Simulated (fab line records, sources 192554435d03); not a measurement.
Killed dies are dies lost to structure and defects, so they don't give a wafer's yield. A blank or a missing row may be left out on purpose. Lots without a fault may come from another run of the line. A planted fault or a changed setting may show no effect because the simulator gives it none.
Chamber matching | flow n5_finfet | N5_BEOL_M12_DEP_53 on pecvd-01: 3 sister chambers
The step deposits SiCN from 3MS/NH3, target thk 30 nm, time 10.5 s. 6 wafers are shown with their chamber, then 8 later ones without.

WAFERS WITH THEIR CHAMBER
wafer  | chamber | showerhead_plenum_p_Torr (Torr) | throttle_valve_pct (%)
L082.3 | 2       | 4.182                           | 18.0
L082.4 | 2       | 4.174                           | 17.7
L086.2 | 1       | 4.157                           | 17.9
L086.4 | 1       | 4.160                           | 18.3
L086.6 | 0       | 4.171                           | 18.0
L090.1 | 0       | 4.159                           | 18.0

WAFERS WITHOUT THEIR CHAMBER
wafer  | showerhead_plenum_p_Torr (Torr) | throttle_valve_pct (%)
L090.2 | 4.174                           | 18.0
L090.3 | 4.162                           | 18.1
L092.1 | 4.150                           | 18.0
L092.4 | 4.176                           | 18.2
L092.5 | 4.157                           | 18.0
L097.1 | 4.163                           | 18.1
L097.2 | 4.162                           | 17.9
L097.4 | 4.173                           | 18.3

WHICH CHAMBER EACH WENT THROUGH
wafer  | from the rows above          | in truth
L090.2 | can't be placed: 2 or 0 or 1 | 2
L090.3 | can't be placed: 1 or 0      | 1
L092.1 | can't be placed: 1 or 0      | 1
L092.4 | can't be placed: 2 or 0 or 1 | 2
L092.5 | can't be placed: 1 or 0      | 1
L097.1 | can't be placed: 0 or 1      | 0
L097.2 | can't be placed: 0 or 1 or 2 | 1
L097.4 | can't be placed: 0 or 2 or 1 | 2
Placed correctly: 0 of 8. Can't be placed from these rows: 8 (the true chamber is among the candidates in 8). Placed wrongly: 0.
How it was worked out, from the rows above alone: a wafer's distance from a chamber is the root of the sum, over the readings, of the square of ((its reading less the chamber's mean) divided by the reading's scatter). The wafer belongs to the nearest chamber; if the next one is less than 2 further off, it can't be placed. A chamber's mean is the mean of its shown wafers. The scatter: the root of (the sum of the squares of (reading less its chamber's mean) over the shown wafers, divided by (wafers less chambers)).
